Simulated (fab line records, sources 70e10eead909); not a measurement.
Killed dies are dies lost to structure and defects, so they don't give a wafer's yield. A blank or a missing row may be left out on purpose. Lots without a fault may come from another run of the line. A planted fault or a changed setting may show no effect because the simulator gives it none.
fab line records | flow nand_harc
record lots=6 wafers=18 last_day=33
route steps=1302 shown P_GATE@178 P_CONTACT@217 END@1302
lots that met no fault: from a run of the same line without faults
start_h: hours from the record's first day to the start of the lot's first wafer shown | wait_h: hours since the lot's step before | " the same as in the row above | L1.1+2: a row that stands for several wafers | - no value, or no start given | * or withheld: withheld | < > ~ a bound
route shown NAME@n: a module of which the file shows steps, and the number in the route of the first | usual: mean/standard deviation of fault-free wafers | same: alike in all rows | chamber/n: place in a boat | sites: the reading at each site | _std_site: their standard deviation | _edge_site: outer sites' mean less inner sites' | radius_mm: how far each site lies from the wafer's centre | mask NAME#n: copy n | behind: the tool/chamber that last shaped the wafer | hold: why the lot was held/for how many hours/how that ended | device: the transistor (n, p or np) that didn't switch | end of line: the same wafers' tests at the end of the route | a step without rows: its recipe alone | killed: dies lost to structure and defects at the first sort, not the wafer's yield | map: a wafer's dies, x killed, . not, _ none there
set.NAME: the setting as run; set.NAME@STEP: as run at that earlier step | model.NAME: the simulator's own value behind a step, which no gauge read
lots at some steps of the route; a table a step, a row a wafer
services: from which hour (start_h, from the record's first day; less than 0 if before it) a tool's chamber was out of use, for how many hours, and why
## steps
# step NHARC_P_GATE_HMDS_52
# recipe time_s=30
# step NHARC_P_GATE_COAT_53
# recipe spin_rpm=3000
# step NHARC_P_GATE_SOFTBAKE_54
# recipe temp_c=122 time_s=95
# step NHARC_P_GATE_EBR_55
# step NHARC_P_GATE_EXPOSE_56
# recipe na=0.6 target_cd_nm=720 dose_mj=14.81 mask_id=P_PSD
# step NHARC_P_GATE_PEB_57
# recipe peb_temp_c=118 peb_time_s=85
# step NHARC_P_GATE_DEVELOP_58
# recipe time_s=70
# step NHARC_P_GATE_CD_MEAS_59
# recipe target_cd_nm=720 landing_energy_ev=500
# usual cd_nm=719.7/2
# columns lot.wafer tool chamber start_h wait_h cd_nm
L509.1 cd_sem-03 0 118.51 - 719.7
L509.2 " 0 " " 719.1
L509.3 " 0 " " 721.3
L511.1 cd_sem-03 0 134.84 - 719.2
L511.2 " 0 " " 721.7
L511.6 " 0 " " 720.4
L512.2 cd_sem-03 0 135.36 - 720.7
L512.3 " 0 " " 718.7
L512.6 " 0 " " 716.4
L523.1 cd_sem-02 0 256.39 - 722.6
L523.3 " 0 " " 723.3
L523.5 " 0 " " 718.9
L524.2 cd_sem-02 0 257.04 - 715.1
L524.3 " 0 " " 716.6
L524.6 " 0 " " 718.5
L532.4 cd_sem-01 0 346.78 - 719.1
L532.5 " 0 " " 715.8
L532.6 " 0 " " 718.6
# step NHARC_P_GATE_HARDBAKE_60
# recipe temp_c=125 time_s=80
# step NHARC_P_GATE_DESCUM_61
# recipe time_s=3 o2_flow_sccm=200 ar_flow_sccm=0 bias_power_w=0 chemistry=O2
# usual drypump_motor_current_A=5.6/0.57 oes_product_au=0.997/0.012 rf_vpp_V=57.8/0.95 showerhead_plenum_p_Torr=1.89/0.094 throttle_valve_pct=11.312/0.0097
# same bias_power_w=0
# columns lot.wafer tool chamber start_h wait_h drypump_motor_current_A oes_product_au rf_hours_counter_h rf_vpp_V showerhead_plenum_p_Torr throttle_valve_pct
L509.1 rie_diel-12 3 118.67 - 5.7 1.025 1 58.4 1.92 11.323
L509.3 " 0 " " 6.7 0.997 1 58.4 2.02 11.307
L509.2 " 2 " " 6.2 1.005 1 58.0 2.03 11.314
L511.1 rie_diel-12 0 135.01 - 6.6 0.989 1 57.9 2.02 11.302
L511.2 " 2 " " 6.2 1.001 1 58.0 2.03 11.333
L511.6 " 0 " " 6.6 0.978 - 59.2 2.02 11.326
L512.2 rie_diel-02 0 135.53 - 5.9 0.981 4 59.1 2.06 11.308
L512.3 " 1 " " 4.8 0.982 5 57.3 1.82 11.320
L512.6 " 3 " " 4.8 0.983 - 56.7 1.80 11.323
L523.3 rie_diel-02 0 256.55 - 5.8 0.990 1 59.3 2.06 11.301
L523.1 " 1 " " 4.8 0.985 1 57.6 1.82 11.302
L523.5 " 1 " " 4.8 0.983 - 57.7 1.82 11.318
L524.3 rie_diel-02 0 257.20 - 5.9 0.984 1 57.1 2.06 11.319
L524.2 " 2 " " 5.7 0.996 1 58.6 1.88 11.291
L524.6 " 0 " " 5.9 0.979 - 59.1 2.06 11.310
L532.4 rie_diel-12 0 346.97 - 6.7 1.004 3 58.3 2.01 11.319
L532.6 " 1 " " 5.8 1.004 - 56.5 1.84 11.295
L532.5 " 2 " " 6.2 1.028 - 57.2 2.03 11.320
# step NHARC_P_GATE_IMPLANT_62
# recipe energy_kev=20 dose_cm2=3e+15 tilt_deg=7
# step NHARC_P_GATE_STRIP_112
# recipe power_w=1500 temp_c=110 time_s=200 chemistry=N2/H2
# usual drypump_motor_current_A=5.7/0.71 heater_power_w=89/5.2 temp_c=110.05/0.13
# columns lot.wafer tool chamber start_h wait_h drypump_motor_current_A heater_power_w rf_hours_counter_h temp_c
L509.1 plasma_asher-02 0 119.04 0.2 5.9 87 7 110.22
L509.2 " 1 " " 5.0 88 7 110.04
L509.3 " 0 " " 5.9 89 - 110.04
L511.2 plasma_asher-01 0 135.39 0.2 6.6 99 30 109.94
L511.1 " 1 " " 5.1 84 30 109.88
L511.6 " 1 " " 5.1 84 - 110.00
L512.2 plasma_asher-01 0 135.90 0.2 6.6 98 30 110.27
L512.3 " 1 " " 5.0 83 - 109.94
L512.6 " 1 " " 5.0 82 - 110.07
L523.1 plasma_asher-01 1 256.99 0.3 5.1 84 19 110.20
L523.3 " 0 " " 6.6 96 - 110.22
L523.5 " 0 " " 6.6 96 - 110.14
L524.2 plasma_asher-01 1 257.57 0.2 5.0 86 19 110.10
L524.3 " 0 " " 6.6 93 - 109.90
L524.6 " 0 " " 6.6 96 - 110.19
L532.4 plasma_asher-02 1 347.43 0.2 5.0 92 - 109.90
L532.6 " 0 " " 5.9 85 - 110.11
L532.5 " 1 " " 5.0 91 - 110.00
# step NHARC_P_GATE_STRIP_76
# recipe power_w=1500 temp_c=250 chemistry=O2
# usual drypump_motor_current_A=5.7/0.7 heater_power_w=334/19 temp_c=250.01/0.18
# columns lot.wafer tool chamber start_h wait_h drypump_motor_current_A heater_power_w rf_hours_counter_h temp_c
L509.1 plasma_asher-02 0 119.30 0.2 5.9 318 7 249.99
L509.2 " 1 " " 5.0 322 7 250.10
L509.3 " 0 " " 5.9 326 - 250.04
L511.2 plasma_asher-01 0 135.64 0.2 6.5 369 30 250.16
L511.1 " 1 " " 5.1 315 30 250.13
L511.6 " 1 " " 5.1 320 - 250.02
L512.2 plasma_asher-01 0 136.17 0.2 6.6 376 30 249.95
L512.3 " 1 " " 5.1 318 - 249.73
L512.6 " 1 " " 5.1 312 - 249.93
L523.1 plasma_asher-01 1 257.22 0.2 5.1 312 19 249.94
L523.3 " 0 " " 6.6 348 - 249.85
L523.5 " 0 " " 6.6 345 - 249.68
L524.2 plasma_asher-01 1 257.83 0.2 5.0 314 19 249.94
L524.3 " 0 " " 6.6 347 - 250.07
L524.6 " 0 " " 6.6 347 - 250.15
L532.4 plasma_asher-02 1 347.60 0.1 5.0 348 - 250.16
L532.6 " 0 " " 5.9 315 - 249.93
L532.5 " 1 " " 5.0 342 - 250.00
# step NHARC_P_GATE_STRIP_63
# recipe time_s=900 temp_c=130 chemistry=SPM
# step NHARC_P_GATE_DEHYDRATE_83
# recipe temp_c=150 time_s=120
# step NHARC_P_GATE_HMDS_84
# recipe time_s=30
# step NHARC_P_GATE_COAT_85
# recipe spin_rpm=3000
# step NHARC_P_GATE_SOFTBAKE_86
# recipe temp_c=122 time_s=95
# step NHARC_P_GATE_EBR_87
# step NHARC_P_GATE_EXPOSE_88
# recipe na=0.6 target_cd_nm=2000 dose_mj=11.87 mask_id=P_HVN
# step NHARC_P_GATE_PEB_89
# recipe peb_temp_c=118 peb_time_s=85
# step NHARC_P_GATE_DEVELOP_90
# recipe time_s=70
# step NHARC_P_GATE_CD_MEAS_91
# recipe target_cd_nm=2000 landing_energy_ev=500
# usual cd_nm=2000.7/2.8
# columns lot.wafer tool chamber start_h wait_h cd_nm
L509.1 cd_sem-01 0 120.21 - 2000.2
L509.2 " 0 " " 2005.1
L509.3 " 0 " " 2003.9
L511.1 cd_sem-01 0 136.62 - 1995.6
L511.2 " 0 " " 1996.5
L511.6 " 0 " " 2000.3
L512.2 cd_sem-03 0 137.10 - 2005.5
L512.3 " 0 " " 2003.1
L512.6 " 0 " " 2003.5
L523.1 cd_sem-02 0 258.00 - 2001.4
L523.3 " 0 " " 2004.9
L523.5 " 0 " " 2002.3
L524.2 cd_sem-02 0 258.75 - 1996.5
L524.3 " 0 " " 1997.8
L524.6 " 0 " " 1996.8
L532.4 cd_sem-01 0 348.36 - 1997.3
L532.5 " 0 " " 1999.0
L532.6 " 0 " " 1997.9
# step NHARC_P_GATE_HARDBAKE_92
# recipe temp_c=125 time_s=80
# step NHARC_P_GATE_DESCUM_93
# recipe time_s=3 o2_flow_sccm=200 ar_flow_sccm=0 bias_power_w=0 chemistry=O2
# step NHARC_P_GATE_IMPLANT_94
# recipe energy_kev=60 dose_cm2=2e+15 tilt_deg=7
# step NHARC_P_GATE_STRIP_113
# recipe power_w=1500 temp_c=110 time_s=740 chemistry=N2/H2
# usual drypump_motor_current_A=5.7/0.65 heater_power_w=89/4.7 temp_c=110.01/0.14
# columns lot.wafer tool chamber start_h wait_h drypump_motor_current_A heater_power_w rf_hours_counter_h temp_c
L509.2 plasma_asher-02 1 120.74 0.2 5.0 87 8 109.84
L509.1 " 0 " " 5.9 86 8 110.07
L509.3 " 1 " " 5.1 89 - 109.96
L511.1 plasma_asher-01 1 137.15 0.2 5.1 86 30 109.98
L511.2 " 0 " " 6.6 97 30 109.84
L511.6 " 1 " " 5.1 84 - 109.97
L512.2 plasma_asher-02 1 137.62 0.2 5.1 87 11 110.11
L512.3 " 0 " " 5.9 88 - 109.89
L512.6 " 0 " " 5.9 84 - 110.31
L523.1 plasma_asher-01 0 258.73 0.4 6.6 95 20 109.91
L523.3 " 0 " " 6.6 94 - 109.86
L523.5 " 0 " " 6.6 93 - 109.72
L524.2 plasma_asher-02 1 259.39 0.3 5.0 93 0 110.10
L524.3 " 1 " " 5.1 93 - 110.19
L524.6 " 1 " " 5.0 93 - 110.09
L532.4 plasma_asher-02 1 349.25 0.5 5.1 91 - 109.81
L532.6 " 0 " " 5.9 86 - 110.19
L532.5 " 1 " " 5.0 93 - 109.96
# step NHARC_P_GATE_STRIP_95
# recipe power_w=1500 temp_c=250 chemistry=O2
# step NHARC_P_GATE_STRIP_96
# recipe time_s=900 temp_c=130 chemistry=SPM
# step NHARC_P_GATE_RTA_64
# recipe temp_c=1050 time_s=1
# step NHARC_P_GATE_ETCH_77
# recipe target_depth_a=60 chemistry=dHF material=SiO2
# step NHARC_P_GATE_DEGAS_109
# recipe temp_c=300 time_s=60
# usual heater_power_w=463/39
# columns lot.wafer tool chamber start_h wait_h heater_power_w
L509.2 pvd_sputter-02 - 122.34 0.1 464
L509.3 " - " " 463
L509.1 " - " " 409
L511.2 pvd_sputter-02 - 138.77 0.1 416
L511.1 " - " " 460
L511.6 " - " " 418
L512.3 pvd_sputter-03 - 140.21 0.1 465
L512.2 " - " " 491
L512.6 " - " " 490
L523.3 pvd_sputter-03 - 260.20 0.1 438
L523.1 " - " " 454
L523.5 " - " " 424
L524.3 pvd_sputter-02 - 260.87 0.1 464
L524.2 " - " " 408
L524.6 " - " " 490
L532.4 pvd_sputter-02 - 350.48 0.1 426
L532.6 " - " " 426
L532.5 " - " " 484
# step NHARC_P_GATE_PRE_CLEAN_110
# recipe time_s=30 bias_v=200 gas=Ar
# step NHARC_P_GATE_SPUTTER_78
# recipe target_thk_a=100 material=Ni
# step NHARC_P_GATE_SPUTTER_79
# recipe target_thk_a=100 material=TiN
# step NHARC_P_GATE_RTA_80
# recipe temp_c=300 time_s=30
# usual lamp_power_pct=2.28/0.29 lamp_zone_5_pct=2.28/0.29 wafer_temp_C_max=301.0/0.33
# columns lot.wafer tool chamber start_h wait_h lamp_power_pct lamp_zone_5_pct wafer_temp_C_max
L509.1 rtp_anneal-01 0 122.63 - 2.52 2.52 300.8
L509.2 " 0 " " 2.53 2.52 301.0
L509.3 " 0 " " 2.52 2.52 300.8
L511.1 rtp_anneal-01 0 139.07 - 2.53 2.53 300.7
L511.2 " 0 " " 2.53 2.53 301.0
L511.6 " 0 " " 2.53 2.53 300.8
L512.2 rtp_anneal-02 0 140.57 - 1.94 1.94 301.3
L512.3 " 0 " " 1.95 1.94 301.6
L512.6 " 0 " " 1.94 1.95 301.0
L523.1 rtp_anneal-02 0 260.50 - 1.95 1.95 301.0
L523.3 " 0 " " 1.94 1.94 300.6
L523.5 " 0 " " 1.94 1.95 300.7
L524.2 rtp_anneal-02 0 261.19 - 1.95 1.94 301.7
L524.3 " 0 " " 1.94 1.95 301.4
L524.6 " 0 " " 1.94 1.94 301.2
L532.4 rtp_anneal-01 0 350.86 - 2.53 2.53 300.9
L532.5 " 0 " " 2.53 2.53 300.8
L532.6 " 0 " " 2.53 2.53 301.0
# step NHARC_P_GATE_STRIP_67
# recipe time_s=600 temp_c=130 chemistry=SPM
# step NHARC_P_GATE_RTA_82
# recipe temp_c=450 time_s=30
# step NHARC_P_GATE_INSPECT_68
# usual raw_defect_count=220/100
# columns lot.wafer tool chamber start_h wait_h raw_defect_count
L509.1 defect_inspect-02 - 123.29 0.2 263
L509.2 " - " " 324
L509.3 " - " " 515
L511.1 defect_inspect-01 - 139.72 0.2 189
L511.2 " - " " 182
L511.6 " - " " 152
L512.2 defect_inspect-02 - 141.38 0.1 119
L512.3 " - " " 153
L512.6 " - " " 102
L523.1 defect_inspect-01 - 261.16 0.2 553
L523.3 " - " " 501
L523.5 " - " " 530
L524.2 defect_inspect-02 - 261.83 0.1 666
L524.3 " - " " 541
L524.6 " - " " 563
L532.4 defect_inspect-02 - 351.43 0.1 172
L532.5 " - " " 163
L532.6 " - " " 135
# step NHARC_P_CONTACT_DEP_30
# recipe target_thk_a=300 temp_c=400 target_thk_nm=30 flow_sccm=200 rf_w=450 material=SiNx
# step NHARC_END_SORT_01
# recipe temp_c=25
# usual killed_at_array=52/16 killed_at_other=0.8/0.98 killed_at_periphery=4.2/2.9 killed_dies=57/16 killed_open=3.3/1.9 killed_short=2.5/1.5
# same gross_dies=677
# columns lot.wafer tool chamber start_h wait_h killed_at_array killed_at_other killed_at_periphery killed_dies killed_open killed_short
L512.2 prober-01 0 588.35 2.8 32 0 2 34 1 2
L512.3 prober-01 0 589.16 3.1 27 0 4 31 4 1
L512.6 prober-01 0 591.61 4.1 25 0 5 30 3 1
L523.1 prober-01 0 694.24 2.5 49 2 52 103 2 3
L523.3 prober-01 0 695.83 3.1 43 0 85 128 2 3
L523.5 prober-01 0 697.42 3.7 52 1 78 131 2 1
L524.2 prober-02 0 695.10 2.8 36 0 48 84 4 1
L524.3 prober-02 0 695.89 3.1 38 1 77 116 2 2
L524.6 prober-02 0 698.28 4.0 44 1 78 123 2 1
# killed by level:class
L512.2 A_CHANNEL_HOLE_D2:chamber_film_flake=11 A_CONTACT:chamber_film_flake=11 P_GATE:chamber_film_flake=2 A_CHANNEL_HOLE_D1:chamber_film_flake=2 A_STAIRCASE:chamber_film_flake=2 A_CHANNEL_HOLE_D1:geometric_particle:short=1 A_ONON_D2:geometric_particle:short=1 A_CONTACT:geometric_particle:open=1
L512.3 A_CONTACT:chamber_film_flake=11 A_CHANNEL_HOLE_D1:chamber_film_flake=3 A_CHANNEL_HOLE_D2:chamber_film_flake=3 A_SLIT:chamber_film_flake=3 A_CONTACT:geometric_particle:open=2 A_DECK1_JOINT:geometric_particle:open=1 A_ONON_D2:geometric_particle:open=1 A_SGD_CUT:geometric_particle:short=1
L512.6 A_CONTACT:chamber_film_flake=8 A_CHANNEL_HOLE_D2:chamber_film_flake=7 P_GATE:chamber_film_flake=3 A_CHANNEL_HOLE_D1:chamber_film_flake=3 P_M2:geometric_particle:open=1 A_ONON_D1:geometric_particle:open=1 A_ONON_D2:geometric_particle:short=1 A_BLC:geometric_particle:open=1
L523.1 P_GATE:unspecified=50 A_CHANNEL_HOLE_D1:chamber_film_flake=33 A_STAIRCASE:chamber_film_flake=4 A_SLIT:chamber_film_flake=3 THIN_TSV:chamber_film_flake=2 A_ONON_D2:geometric_particle:open=1 A_ONON_D2:geometric_particle:short=1 A_CHANNEL_FILL_D2:geometric_particle:short=1
L524.2 P_GATE:unspecified=46 A_SLIT:chamber_film_flake=21 A_CHANNEL_HOLE_D1:chamber_film_flake=4 A_STAIRCASE:chamber_film_flake=3 A_CONTACT:chamber_film_flake=2 A_CHANNEL_FILL_D1:geometric_particle:open=1 A_DECK1_JOINT:geometric_particle:open=1 A_ONON_D2:geometric_particle:short=1
L523.3 P_GATE:unspecified=83 A_CHANNEL_HOLE_D1:chamber_film_flake=25 A_STAIRCASE:chamber_film_flake=5 A_SLIT:chamber_film_flake=3 A_CONTACT:chamber_film_flake=3 A_WL_FILL:geometric_particle:short=2 A_SOURCE_PLATE:geometric_particle:short=1 A_ONON_D1:geometric_particle:open=1
L524.3 P_GATE:unspecified=75 A_SLIT:chamber_film_flake=22 A_CONTACT:chamber_film_flake=4 A_STAIRCASE:chamber_film_flake=4 A_CHANNEL_HOLE_D1:chamber_film_flake=3 A_CHANNEL_FILL_D2:geometric_particle:short=2 A_M0:geometric_particle:open=2 P_GATE:chamber_film_flake=1
L523.5 P_GATE:unspecified=76 A_CHANNEL_HOLE_D1:chamber_film_flake=31 A_STAIRCASE:chamber_film_flake=8 A_SLIT:chamber_film_flake=7 A_CONTACT:chamber_film_flake=2 A_WL_FILL:geometric_particle:short=1 A_M1:geometric_particle:open=1 P_ZERO_WELL:chamber_film_flake=1
L524.6 P_GATE:unspecified=77 A_SLIT:chamber_film_flake=20 A_CHANNEL_HOLE_D1:chamber_film_flake=8 A_CONTACT:chamber_film_flake=7 A_ZERO_WELL:chamber_film_flake=3 A_STAIRCASE:chamber_film_flake=2 A_ONON_D2:geometric_particle:open=1 A_CHANNEL_FILL_D2:geometric_particle:open=1
# map L523.5 (x killed, . not)
____________.____________
_________......._________
_______..........._______
______.........x...______
_____..............._____
____.................____
____...x.......x..x..____
___.x..............x..___
___.................x.___
__...............xxx.x.__
__.........x.....xxxx.x__
_................x..xxx._
_....x......x....xx.xx.._
_.....x.............xxx._
_......xxxx.....x.xxx.x._
_.....xxxxx........xxxx._
.....xxxxxxx.............
.....xxxxxxx...x.....x...
...x.xxxxxxx.x.x.........
.....xxxxxxx......x......
.....xxxxxxxx....x.......
_....xxxxxxxx..........._
_....x.xxxx............._
_.....xxxxxxxx.........._
_......xxxxxx.....x....._
_........xx.......x..x.._
__........xxx..........__
__.....................__
___...................___
___...................___
____.............x...____
____............x...x____
_____..............._____
______...........x.______
_______..........._______
_________......._________
____________.____________
# map L524.6 (x killed, . not)
____________.____________
_________......x_________
_______.........x._______
______.............______
_____..............._____
____.................____
____.................____
___...................___
___...................___
__..........x..........__
__.........x...........__
_........x.........x...._
_......................._
_........x.x............_
_.....xxxx........x....._
_.....xx.xxx............_
.....x.xxxxxx............
.x...xxxxxxx.............
......xxxxxxx............
.....xxxxxxxx.x..........
.....xxxxxxxx.x..........
_....xxxxxxxx..........._
_...xxxxxxxxx.........x._
_...x.xxxxxxx..........._
_...x.xxxxxx............_
_....x.x.x.............._
__...xx..x.............__
__.......x.............__
___...x.........xxxx..___
___....x...........xx.___
____............x.x..____
____............xxxxx____
_____...........xxxx_____
______.....x...x.xx______
_______.........xx_______
_________......._________
____________.____________
## services
# columns tool chamber start_h hours kind
pvd_sputter-02 - 104.00 10.0 pm
plasma_asher-01 - 165.14 9.0 pm
plasma_asher-01 0 165.14 9.0 vent_cycle
plasma_asher-01 1 165.14 9.0 vent_cycle
plasma_asher-01 0 174.14 - clean
plasma_asher-01 1 174.14 - clean
pvd_sputter-03 - 209.34 10.0 pm
rie_diel-02 - 216.70 9.0 pm
rie_diel-12 3 236.02 4.3 repair
plasma_asher-02 - 249.36 9.0 pm
plasma_asher-02 0 249.36 9.0 vent_cycle
plasma_asher-02 1 249.36 9.0 vent_cycle
plasma_asher-02 0 258.36 - clean
plasma_asher-02 1 258.36 - clean
rie_diel-12 2 266.34 1.9 repair
rie_diel-12 - 268.40 9.0 pm
pvd_sputter-02 - 282.06 10.0 pm
plasma_asher-02 - 290.74 4.1 repair
rie_diel-02 3 313.96 6.5 repair
plasma_asher-01 - 318.08 0.9 repair
pvd_sputter-03 - 338.72 2.0 repair
plasma_asher-01 - 342.14 9.0 pm
plasma_asher-01 0 342.14 9.0 vent_cycle
plasma_asher-01 1 342.14 9.0 vent_cycle
## key
first_sign step=NHARC_P_GATE_INSPECT_68 reading=raw_defect_count direction=up sigmas=3.3 usual=220 struck=559
effect step=NHARC_END_SORT_01 reading=killed_at_periphery direction=up sigmas=22 usual=4.2 struck=69.7
more_kills_born_at NHARC_P_GATE_STRIP_76@plasma_asher-01=407
met_at NHARC_P_GATE_STRIP_76
struck_wafers L523.1,L523.3,L523.5,L524.2,L524.3,L524.6
tester_left_out L523,L524
onset_between 136.17 257.22
also_fits NHARC_P_GATE_DESCUM_61:rie_diel-02,NHARC_P_GATE_STRIP_112:plasma_asher-01,NHARC_P_GATE_RTA_80:rtp_anneal-02
fault kind=chamber_particle_source tool=plasma_asher-01 chamber=- onset_h=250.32 steps=NHARC_P_GATE_STRIP_76 rate_per_visit_cm2=0.60231 end_h=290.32
# tester_left_out: of these lots the tester's yield and bins aren't shown, on N5 and GAA mostly nor the transistor test; their killed dies are dies lost to structure and defects alone, not to doping, threshold or leakage, so they don't give the yield
